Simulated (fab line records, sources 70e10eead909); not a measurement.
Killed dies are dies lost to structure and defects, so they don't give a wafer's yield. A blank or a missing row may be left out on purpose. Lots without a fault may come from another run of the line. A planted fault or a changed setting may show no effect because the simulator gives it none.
Chamber matching | flow nand_harc | NHARC_P_STI_DESCUM_14 on rie_diel-01: 4 sister chambers
The step chemistry O2, time 3 s. 4 wafers are shown with their chamber, then 9 later ones without.

WAFERS WITH THEIR CHAMBER
wafer  | chamber | drypump_motor_current_A (A)
L084.5 | 0       | 5.6
L088.3 | 2       | 6.1
L088.4 | 3       | 6.2
L088.5 | 1       | 5.2

WAFERS WITHOUT THEIR CHAMBER
wafer  | drypump_motor_current_A (A)
L091.1 | 5.2
L091.2 | 6.2
L091.5 | 6.2
L093.1 | 5.6
L093.2 | 5.2
L093.4 | 6.3
L096.2 | 5.6
L096.4 | 6.2
L096.5 | 5.2

WHICH CHAMBER EACH WENT THROUGH
wafer  | from the rows above | in truth
L091.1 | 1                   | 1
L091.2 | 3                   | 3
L091.5 | 3                   | 3
L093.1 | 0                   | 0
L093.2 | 1                   | 1
L093.4 | 3                   | 3
L096.2 | 0                   | 0
L096.4 | 3                   | 3
L096.5 | 1                   | 1
Placed correctly: 9 of 9. Can't be placed from these rows: 0. Placed wrongly: 0.
How it was worked out, from the rows above alone: a wafer's distance from a chamber is the root of the sum, over the readings, of the square of ((its reading less the chamber's mean) divided by the reading's scatter). The wafer belongs to the nearest chamber; if the next one is less than 2 further off, it can't be placed. A chamber's mean is the mean of its shown wafers. The scatter: with one shown wafer a chamber, the root of the mean of the squares of how far each hidden wafer lies from its nearest shown one.
